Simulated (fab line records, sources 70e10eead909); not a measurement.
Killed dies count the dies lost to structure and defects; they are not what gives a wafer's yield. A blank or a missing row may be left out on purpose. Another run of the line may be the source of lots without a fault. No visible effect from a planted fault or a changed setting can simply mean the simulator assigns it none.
A struck lot beside a sound one    flow nand_harc    14 out of 1302 route steps
Sound: these wafers, L672.1, L672.3, L672.6. Wafers L661.3, L661.4, L661.5 were the ones struck. Last of all comes the cause.
At each step with rows: each side's tool, then ch and its chambers, then its first start. Under that, the readings that differ: sound wafers    struck wafers    difference of the means    sigmas: that difference in standard deviations of wafers without a fault.
alike: a reading whose means differ by less than 2 such deviations, as well as words and numbers matching on both sides. not compared: withheld readings; readings where some wafer has no value; bounds like >300 that might hide an equal value; numbers whose values overlap and for which the record gives no deviation.
Wherever a step has rows on one side only, a row that says differs or no value, or a row with sigmas, the two part there. Numbers that have no deviation but don't overlap get no sigmas and don't part them. Lack of a reading on every wafer of one side parts them only where that side has two or more wafers.

first, 9 steps without rows for these wafers: NHARC_THIN_TSV_PVD_24 (deposits Al, target thk 800 nm); NHARC_THIN_TSV_DEHYDRATE_25 (time 120 s); NHARC_THIN_TSV_HMDS_26 (time 30 s); NHARC_THIN_TSV_COAT_27; NHARC_THIN_TSV_SOFTBAKE_28 (time 95 s); NHARC_THIN_TSV_EBR_29; NHARC_THIN_TSV_EXPOSE_30 (exposes mask PAD); NHARC_THIN_TSV_PEB_31 (peb time 85 s); NHARC_THIN_TSV_DEVELOP_32 (time 70 s).
NHARC_THIN_TSV_CD_MEAS_33: the cd target is 5000 nm.
  sound on cd_sem-02 ch 0, day 31 04:58; struck on cd_sem-03 ch 0, day 26 14:38
  alike: cd_nm
then, 1 step without rows for these wafers: NHARC_THIN_TSV_HARDBAKE_34 (time 80 s).
NHARC_THIN_TSV_DESCUM_35: chemistry O2, time 3 s.
  sound on rie_diel-03 ch 0,1,3, day 31 05:09; struck on rie_diel-08 ch 2,3, day 26 14:48
reading                 sound                 struck                difference  sigmas
throttle_valve_pct (%)  11.311 11.329 11.319  11.310 11.288 11.300  -0.020      -2
  alike: drypump_motor_current_A, o2_flow_sccm, oes_product_au, rf_vpp_V, showerhead_plenum_p_Torr
  not compared: rf_hours_counter_h
NHARC_THIN_TSV_ETCH_59: etches the open film in Cl2/BCl3, target depth 880 nm, time 138.1 s.
  sound on rie_metal-01 ch 0,1, day 31 05:15; struck on rie_metal-03 ch 0,1, day 26 15:01
  no value came back on the struck wafers for any of 5 readings (bcl3_flow_sccm (sccm), bias_w (W) and others); on the sound wafers bcl3_flow_sccm (sccm) reads 29.91 30.12 30.13
  not compared: rf_hours_counter_h
NHARC_THIN_TSV_ETCH_36: etches the open film in Cl2/BCl3, target depth 65 nm, time 18.571 s.
  sound on rie_metal-01 ch 0,1, day 31 05:31; struck on rie_metal-03 ch 0,1, day 26 15:12
  alike: chamber_pressure_mTorr, drypump_motor_current_A, oes_product_au
  not compared: rf_hours_counter_h

## WHERE THEY PART
Earliest at NHARC_THIN_TSV_DESCUM_35; latest, in this record, at NHARC_THIN_TSV_ETCH_59. Later steps at which nothing parts them and some readings are alike: NHARC_THIN_TSV_ETCH_36.

WHY: whatever the simulator had introduced
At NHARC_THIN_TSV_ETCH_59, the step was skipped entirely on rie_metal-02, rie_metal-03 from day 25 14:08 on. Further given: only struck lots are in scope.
